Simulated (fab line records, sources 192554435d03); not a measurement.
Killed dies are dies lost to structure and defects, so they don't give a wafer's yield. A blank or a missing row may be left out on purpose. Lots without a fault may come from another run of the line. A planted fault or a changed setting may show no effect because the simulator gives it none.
fab line records | flow n5_finfet
record lots=6 wafers=18 last_day=17
route steps=1938 shown MOL_CONTACT_COAG@565 BEOL_M4@1111 PASSIVATION@1936
lots that met no fault: from a run of the same line without faults
start_h: hours from the record's first day to the start of the lot's first wafer shown | wait_h: hours since the lot's step before | " the same as in the row above | L1.1+2: a row that stands for several wafers | - no value, or no start given | * or withheld: withheld | < > ~ a bound
route shown NAME@n: a module of which the file shows steps, and the number in the route of the first | usual: mean/standard deviation of fault-free wafers | same: alike in all rows | chamber/n: place in a boat | sites: the reading at each site | _std_site: their standard deviation | _edge_site: outer sites' mean less inner sites' | radius_mm: how far each site lies from the wafer's centre | mask NAME#n: copy n | behind: the tool/chamber that last shaped the wafer | hold: why the lot was held/for how many hours/how that ended | device: the transistor (n, p or np) that didn't switch | end of line: the same wafers' tests at the end of the route | a step without rows: its recipe alone | killed: dies lost to structure and defects at the first sort, not the wafer's yield | map: a wafer's dies, x killed, . not, _ none there
set.NAME: the setting as run; set.NAME@STEP: as run at that earlier step | model.NAME: the simulator's own value behind a step, which no gauge read
lots at some steps of the route; a table a step, a row a wafer
services: from which hour (start_h, from the record's first day; less than 0 if before it) a tool's chamber was out of use, for how many hours, and why
## steps
# step N5_MOL_CONTACT_COAG_COAT_76
# recipe resist=SiARC temp_c=220 time_s=60 spin_rpm=1500 resist_thk_nm=10
# step N5_MOL_CONTACT_COAG_COAT_77
# recipe resist=underlayer temp_c=205 time_s=60 spin_rpm=1500 resist_thk_nm=10
# step N5_MOL_CONTACT_COAG_COAT_78
# recipe resist=CAR-EUV spin_rpm=1500 resist_thk_nm=40
# step N5_MOL_CONTACT_COAG_EBR_80
# recipe solvent=PGMEA ebr_width_mm=1.5
# step N5_MOL_CONTACT_COAG_SOFTBAKE_79
# recipe temp_c=110 time_s=60 resist=CAR-EUV
# step N5_MOL_CONTACT_COAG_EXPOSE_81
# recipe mask_id=VG na=0.33 source_shape=annular sigma_inner=0.3 sigma_outer=0.7 polarization=unpolarized defocus_nm=0 dose_mj=59.5
# step N5_MOL_CONTACT_COAG_PEB_82
# recipe peb_temp_c=100 peb_time_s=60 resist=CAR-EUV
# step N5_MOL_CONTACT_COAG_DEVELOP_83
# recipe develop_time_s=30 developer=TMAH resist=CAR-EUV rinse_liquid=surfactant_rinse dry=air_spin dev_temp_c=23
# step N5_MOL_CONTACT_COAG_CD_MEAS_84
# recipe target_cd_nm=25.1 landing_energy_ev=500 detector=se_inlens polarity=opening
# usual cd_nm=25.07/0.28
# columns lot.wafer tool chamber start_h wait_h cd_nm
L180.1 cd_sem-01 0 101.42 - 25.65
L180.3 " 0 " " 24.90
L180.5 " 0 " " 25.39
L184.1 cd_sem-03 0 130.71 - 25.15
L184.2 " 0 " " 25.49
L184.5 " 0 " " 24.96
L185.1 cd_sem-03 0 137.26 - 25.41
L185.2 " 0 " " 24.95
L185.4 " 0 " " 25.26
L188.4 cd_sem-02 0 150.80 - 25.04
L188.5 " 0 " " 25.58
L188.6 " 0 " " 25.56
L198.2 cd_sem-03 0 214.48 - 24.78
L198.5 " 0 " " 25.18
L198.6 " 0 " " 25.15
L201.2 cd_sem-03 0 237.35 - 24.78
L201.3 " 0 " " 24.40
L201.6 " 0 " " 25.11
# step N5_MOL_CONTACT_COAG_OVL_MEAS_85
# recipe points_per_wafer=522
# usual VG_OVL=-0.4/0.63
# columns lot.wafer tool chamber start_h wait_h VG_OVL[nm]
L180.1 overlay-02 0 101.45 0.0 -0.5
L180.3 " 0 " " -0.6
L180.5 " 0 " " 0.6
L184.1 overlay-01 0 130.74 0.0 0.4
L184.2 " 0 " " -0.6
L184.5 " 0 " " 0.5
L185.1 overlay-02 0 137.29 0.0 -0.4
L185.2 " 0 " " -0.6
L185.4 " 0 " " -0.8
L188.4 overlay-01 0 150.84 0.0 0.8
L188.5 " 0 " " 0.5
L188.6 " 0 " " 0.5
L198.2 overlay-02 0 214.51 0.0 -1.5
L198.5 " 0 " " 0.1
L198.6 " 0 " " -0.1
L201.2 overlay-01 0 237.38 0.0 -0.6
L201.3 " 0 " " -0.6
L201.6 " 0 " " 0.0
# step N5_MOL_CONTACT_COAG_INSPECT_57
# recipe mode=adi inspect_instrument=brightfield
# usual raw_defect_count=207/80
# columns lot.wafer tool chamber start_h wait_h raw_defect_count
L180.1 defect_inspect-02 - 101.51 0.1 254
L180.3 " - " " 240
L180.5 " - " " 203
L184.1 defect_inspect-02 - 130.80 0.1 160
L184.2 " - " " 168
L184.5 " - " " 126
L185.1 defect_inspect-02 - 137.35 0.1 224
L185.2 " - " " 212
L185.4 " - " " 176
L188.4 defect_inspect-01 - 150.88 0.0 154
L188.5 " - " " 223
L188.6 " - " " 143
L198.2 defect_inspect-01 - 214.57 0.0 150
L198.5 " - " " 182
L198.6 " - " " 185
L201.2 defect_inspect-01 - 237.43 0.0 97
L201.3 " - " " 259
L201.6 " - " " 158
# step N5_MOL_CONTACT_COAG_DESCUM_88
# recipe chemistry=O2 time_s=7 source_power_w=50 bias_power_w=20 pressure_mtorr=20 rf_frequency_hz=2.712e+07 temp_c=40 resist=CAR-EUV o2_flow_sccm=225
# usual drypump_motor_current_A=5.6/0.43 oes_product_au=0.82/0.087 rf_vpp_V=243.4/1.5 showerhead_plenum_p_Torr=2.11/0.077 throttle_valve_pct=20.42/0.26
# columns lot.wafer tool chamber start_h wait_h drypump_motor_current_A oes_product_au rf_hours_counter_h rf_vpp_V showerhead_plenum_p_Torr throttle_valve_pct
L180.1 rie_diel-01 1 101.55 0.0 5.6 0.71 198 242.8 2.08 20.52
L180.3 " 0 " " 6.2 0.71 199 243.4 2.08 20.78
L180.5 " 3 " " 5.4 0.83 - 241.1 2.04 20.01
L184.1 rie_diel-05 0 130.85 0.1 5.5 0.90 22 242.2 2.04 20.12
L184.2 " 2 " " 5.7 0.89 51 242.2 2.03 20.53
L184.5 " 1 " " 6.1 0.98 - 242.5 2.15 20.10
L185.1 rie_diel-05 3 137.39 0.0 4.9 0.93 13 246.0 2.23 20.22
L185.2 " 1 " " 6.1 0.96 4 244.9 2.15 20.12
L185.4 " 2 " " 5.6 0.88 53 240.8 2.03 20.51
L188.4 rie_diel-05 3 151.12 0.2 5.0 0.91 17 244.9 2.23 20.24
L188.5 " 0 " " 5.5 0.90 - 240.5 2.04 20.11
L188.6 " 3 " " 5.0 0.91 - 244.5 2.23 20.22
L198.2 rie_diel-01 0 214.74 0.2 6.2 0.69 237 242.6 2.06 20.82
L198.5 " 3 " " 5.3 0.79 - 241.8 2.02 20.06
L198.6 " 2 " " 5.3 0.76 - 240.3 2.02 20.31
L201.2 rie_diel-01 1 237.51 0.1 5.6 0.69 244 241.3 2.06 20.60
L201.3 " 0 " " 6.2 0.68 246 242.6 2.06 20.84
L201.6 " 2 " " 5.3 0.76 - 242.5 2.02 20.31
# step N5_MOL_CONTACT_COAG_ETCH_89
# recipe chemistry=N2/H2 target=underlayer target_depth_a=130 mask_material=CAR-EUV time_s=10.4 ion_energy_ev=200 pressure_mtorr=30 source_w=840 bias_w=150 n2_flow_sccm=200 h2_flow_sccm=200 ends=cleared
# usual drypump_motor_current_A=5.6/0.43 etch_rf_on_time_s=10.34/0.17 oes_product_au=0.70/0.074 rf_vpp_V=524.5/2.6 showerhead_plenum_p_Torr=2.56/0.091 throttle_valve_pct=17.82/0.25
# columns lot.wafer tool chamber start_h wait_h drypump_motor_current_A etch_rf_on_time_s oes_product_au rf_hours_counter_h rf_vpp_V showerhead_plenum_p_Torr throttle_valve_pct
L180.1 rie_diel-01 1 101.58 0.0 5.7 10.50 0.60 198 523.0 2.52 17.92
L180.3 " 0 " " 6.2 10.61 0.61 199 523.9 2.53 18.24
L180.5 " 3 " " 5.4 10.52 0.71 - 521.4 2.47 17.53
L184.1 rie_diel-05 0 130.89 0.0 5.5 10.33 0.76 22 522.9 2.49 17.54
L184.2 " 2 " " 5.7 9.87 0.77 51 521.2 2.47 17.98
L184.5 " 1 " " 6.1 10.04 0.85 - 525.4 2.60 17.51
L185.1 rie_diel-05 3 137.42 0.0 5.0 6.81 1.00 13 529.0 2.71 17.57
L185.2 " 1 " " 6.1 6.66 1.07 4 527.8 2.59 17.54
L185.4 " 2 " " 5.6 6.63 0.97 53 521.6 2.47 18.03
L188.4 rie_diel-05 3 151.15 0.0 5.0 6.76 0.99 17 528.2 2.71 17.58
L188.5 " 0 " " 5.5 6.86 0.97 - 521.7 2.48 17.60
L188.6 " 3 " " 5.0 6.77 1.00 - 526.9 2.71 17.58
L198.2 rie_diel-01 0 214.77 0.0 6.2 10.68 0.59 237 523.8 2.52 18.30
L198.5 " 3 " " 5.3 10.56 0.67 - 520.9 2.45 17.59
L198.6 " 2 " " 5.3 10.36 0.65 - 520.5 2.45 17.83
L201.2 rie_diel-01 1 237.54 0.0 5.6 10.37 0.59 244 522.6 2.50 18.03
L201.3 " 0 " " 6.2 10.56 0.58 246 523.0 2.51 18.33
L201.6 " 2 " " 5.3 10.28 0.66 - 520.3 2.44 17.80
# step N5_MOL_CONTACT_COAG_ETCH_90
# recipe chemistry=CF4 target=SiARC target_depth_a=130 mask_material=CAR-EUV time_s=21.7 ion_energy_ev=80 pressure_mtorr=40 source_w=545 bias_w=36 Ar_flow_sccm=100 cf4_flow_sccm=100 ends=cleared
# usual drypump_motor_current_A=5.6/0.43 etch_rf_on_time_s=21.5/0.32 oes_product_au=0.71/0.075 rf_vpp_V=184.3/1.2 showerhead_plenum_p_Torr=2.16/0.072 throttle_valve_pct=15.59/0.28
# columns lot.wafer tool chamber start_h wait_h drypump_motor_current_A etch_rf_on_time_s oes_product_au rf_hours_counter_h rf_vpp_V showerhead_plenum_p_Torr throttle_valve_pct
L180.1 rie_diel-01 1 101.60 0.0 5.7 21.8 0.60 198 183.1 2.13 15.76
L180.3 " 0 " " 6.2 22.0 0.61 199 184.8 2.13 15.99
L180.5 " 3 " " 5.3 21.7 0.71 - 182.0 2.08 15.19
L184.1 rie_diel-05 0 130.91 0.0 5.5 21.5 0.77 22 183.3 2.11 15.31
L184.2 " 2 " " 5.7 21.1 0.76 51 183.4 2.09 15.75
L184.5 " 1 " " 6.1 21.1 0.84 - 185.3 2.19 15.23
L185.1 rie_diel-05 3 137.44 0.0 5.0 21.4 0.78 13 187.0 2.27 15.40
L185.2 " 1 " " 6.1 21.2 0.83 4 183.5 2.19 15.24
L185.4 " 2 " " 5.6 21.0 0.76 53 184.1 2.09 15.74
L188.4 rie_diel-05 3 151.17 0.0 4.9 21.2 0.77 17 184.8 2.27 15.42
L188.5 " 0 " " 5.5 21.6 0.76 - 183.3 2.10 15.33
L188.6 " 3 " " 4.9 21.2 0.78 - 185.2 2.27 15.41
L198.2 rie_diel-01 0 214.79 0.0 6.2 21.9 0.59 237 183.2 2.12 16.07
L198.5 " 3 " " 5.4 21.9 0.67 - 184.7 2.07 15.24
L198.6 " 2 " " 5.3 21.6 0.66 - 182.7 2.07 15.46
L201.2 rie_diel-01 1 237.56 0.0 5.6 22.0 0.58 244 183.2 2.12 15.83
L201.3 " 0 " " 6.2 21.9 0.59 246 183.8 2.11 16.08
L201.6 " 2 " " 5.3 21.5 0.65 - 181.6 2.06 15.48
# step N5_BEOL_M4_RC_MEAS_101
# usual DIBL_N=35.7/1.3 DIBL_P=35.4/1.8 IOFF_N=0.152/0.027 IOFF_P=0.20/0.034 ION_N=672/9.8 ION_P=461/7.5 SS_N=71.4/0.55 SS_P=73.1/0.61 VT_N=251/3.3 VT_P=-251/3.6
# columns lot.wafer tool chamber start_h wait_h DIBL_N[mV/V] DIBL_P[mV/V] IOFF_N[nA/um] IOFF_P[nA/um] ION_N[uA/um] ION_P[uA/um] SS_N[mV/dec] SS_P[mV/dec] VT_N[mV] VT_P[mV]
L180.1 prober-01 0 167.82 0.0 36.3 36.0 0.147 0.20 667 467 71.1 74.3 252 -249
L180.3 " 0 " " 36.4 34.7 0.148 0.19 672 462 71.3 73.3 250 -249
L180.5 " 0 " " 35.3 34.6 0.136 0.18 673 462 71.4 73.1 253 -251
L184.1 prober-02 0 194.14 0.0 36.9 37.4 0.191 0.26 683 474 71.7 73.5 246 -244
L184.2 " 0 " " 35.7 35.7 0.175 0.24 688 468 71.8 73.3 245 -246
L184.5 " 0 " " 35.2 35.9 0.163 0.23 683 473 71.4 73.9 249 -245
L185.1 prober-02 0 200.27 0.0 35.6 37.1 0.164 0.24 684 474 70.8 73.0 247 -245
L185.2 " 0 " " 34.1 34.2 0.130 0.18 675 462 70.5 72.3 253 -247
L185.4 " 0 " " 34.6 35.8 0.146 0.21 675 464 71.0 72.0 249 -247
L188.4 prober-02 0 219.71 0.8 34.9 33.3 0.118 0.18 669 458 70.9 72.5 255 -251
L188.5 " 0 " " 36.4 35.8 0.147 0.21 677 464 71.2 73.4 253 -249
L188.6 " 0 " " 36.7 35.9 0.145 0.21 673 462 71.8 72.8 249 -249
L198.2 prober-01 0 275.59 0.2 36.0 35.4 0.157 0.20 685 462 71.1 72.8 249 -251
L198.5 " 0 " " 35.7 35.3 0.148 0.20 678 469 71.1 72.9 250 -249
L198.6 " 0 " " 36.7 36.2 0.167 0.21 680 463 72.1 73.5 251 -251
L201.2 prober-01 0 308.32 0.2 36.9 37.5 0.164 0.22 682 465 71.1 73.7 249 -254
L201.3 " 0 " " 35.3 35.2 0.132 0.17 670 456 70.9 73.0 252 -253
L201.6 " 0 " " 36.3 36.8 0.148 0.20 674 459 71.1 73.7 252 -251
# step N5_PASSIVATION_PROBE_49
# usual defect_limited_yield=91.5/1.3 killed_at_M0_to_M3=33/11 killed_at_M4_up=14/5.3 killed_at_contacts=11/6.3 killed_at_front_end=38/10 killed_at_other=3.7/2.8 killed_dies=101/16 killed_open=67/12 killed_short=32/7.4 sort_bin_5_function=5.0/0.86 sort_bin_6_memory=3.2/0.69 sort_n_pass=1079/16 sort_yield_pct=91.5/1.3
# same gross_dies=1180 killed_at_back_side=0 sort_bin_4_leakage[%]=0 sort_bin_8_speed[%]=0
# columns lot.wafer tool chamber start_h wait_h defect_limited_yield[%] killed_at_M0_to_M3 killed_at_M4_up killed_at_contacts killed_at_front_end killed_at_other killed_dies killed_open killed_short sort_bin_5_function[%] sort_bin_6_memory[%] sort_n_pass sort_yield_pct[%]
L184.1 prober-01 - 304.24 0.0 89.8 39 15 25 39 2 120 77 42 5.9 3.6 1060 89.8
L184.2 prober-01 - 304.29 0.1 90.5 31 10 23 46 2 112 72 40 5.0 4.3 1068 90.5
L184.5 prober-01 - 304.44 0.2 89.7 33 20 16 50 2 121 80 40 5.8 4.2 1059 89.7
L185.1 prober-02 - 304.79 0.0 93.6 29 15 5 23 4 76 54 21 4.2 2.2 1104 93.6
L185.2 prober-02 - 304.84 0.1 91.8 34 16 21 24 2 97 64 31 4.2 3.6 1083 91.8
L185.4 prober-02 - 304.94 0.2 93.1 35 6 17 21 2 81 52 28 4.2 2.4 1099 93.1
# killed by level:class
L184.1 MOL_CONTACT_COAG:geometric_particle:open=20 BEOL_M1:geometric_particle:open=10 FIN_SAQP:geometric_particle:short=9 BEOL_M0_SAQP:geometric_particle:short=9 FIN_SAQP:geometric_particle:open=8 BEOL_M4:geometric_particle:open=6 MOL_CONTACT_COAG:geometric_particle:short=5 BEOL_M3:geometric_particle:open=5
L184.2 MOL_CONTACT_COAG:geometric_particle:open=20 FIN_SAQP:geometric_particle:short=11 BEOL_M1:geometric_particle:open=8 GATE_CUT:geometric_particle:short=7 BEOL_M0_SAQP:geometric_particle:short=6 FIN_SAQP:geometric_particle:open=5 ILD0:geometric_particle:short=5 BEOL_M0_SAQP:geometric_particle:open=5
L184.5 MOL_CONTACT_COAG:geometric_particle:open=12 BEOL_M4:geometric_particle:open=12 FIN_SAQP:geometric_particle:open=9 BEOL_M1:geometric_particle:open=9 FIN_SAQP:geometric_particle:short=7 BEOL_M0_SAQP:geometric_particle:open=7 BEOL_M2:geometric_particle:open=7 STI_FIN_REVEAL:geometric_particle:open=6
L185.1 BEOL_M3:geometric_particle:open=8 BEOL_M4:geometric_particle:open=7 BEOL_M0_SAQP:geometric_particle:open=6 BEOL_M1:geometric_particle:open=6 FIN_SAQP:geometric_particle:open=5 BEOL_M0_SAQP:geometric_particle:short=5 MOL_CONTACT_COAG:geometric_particle:open=4 GATE_CUT:geometric_particle:short=3
L185.2 MOL_CONTACT_COAG:geometric_particle:open=16 BEOL_M0_SAQP:geometric_particle:short=8 BEOL_M3:geometric_particle:open=7 STI_FIN_REVEAL:geometric_particle:open=5 MOL_CONTACT_COAG:geometric_particle:short=5 BEOL_M0_SAQP:geometric_particle:open=5 BEOL_M1:geometric_particle:open=5 BEOL_M1:geometric_particle:short=4
L185.4 BEOL_M3:geometric_particle:open=14 MOL_CONTACT_COAG:geometric_particle:open=13 BEOL_M1:geometric_particle:open=6 GATE_CUT:geometric_particle:short=5 GATE_CUT:geometric_particle:open=4 MOL_CONTACT_COAG:geometric_particle:short=4 BEOL_M2:geometric_particle:short=4 BEOL_M3:geometric_particle:short=4
## services
# columns tool chamber start_h hours kind
rie_diel-05 3 77.97 4.6 repair
rie_diel-05 3 82.67 - clean
rie_diel-05 3 82.67 - consumable_replace:focus_ring
rie_diel-05 3 82.67 - consumable_replace:showerhead
rie_diel-05 3 82.67 23.6 scheduled_down
rie_diel-05 3 82.67 23.6 vent_cycle
rie_diel-05 1 106.24 - clean
rie_diel-05 1 106.24 - consumable_replace:focus_ring
rie_diel-05 1 106.24 21.1 scheduled_down
rie_diel-05 1 106.24 21.1 vent_cycle
## key
first_sign step=N5_MOL_CONTACT_COAG_ETCH_89 reading=etch_rf_on_time_s direction=down sigmas=21 usual=* struck=*
effect step=N5_MOL_CONTACT_COAG_ETCH_89 reading=oes_product_au direction=up sigmas=4 usual=0.70 struck=1.00
met_at N5_MOL_CONTACT_COAG_ETCH_89
struck_wafers L185.1,L185.2,L185.4,L188.4,L188.5,L188.6
onset_between 130.89 137.42
fault kind=process_parameter_drift tool=rie_diel-05 chamber=- onset_h=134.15 steps=N5_MOL_CONTACT_COAG_ETCH_89 channel=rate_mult offset=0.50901 shape=step end_h=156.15
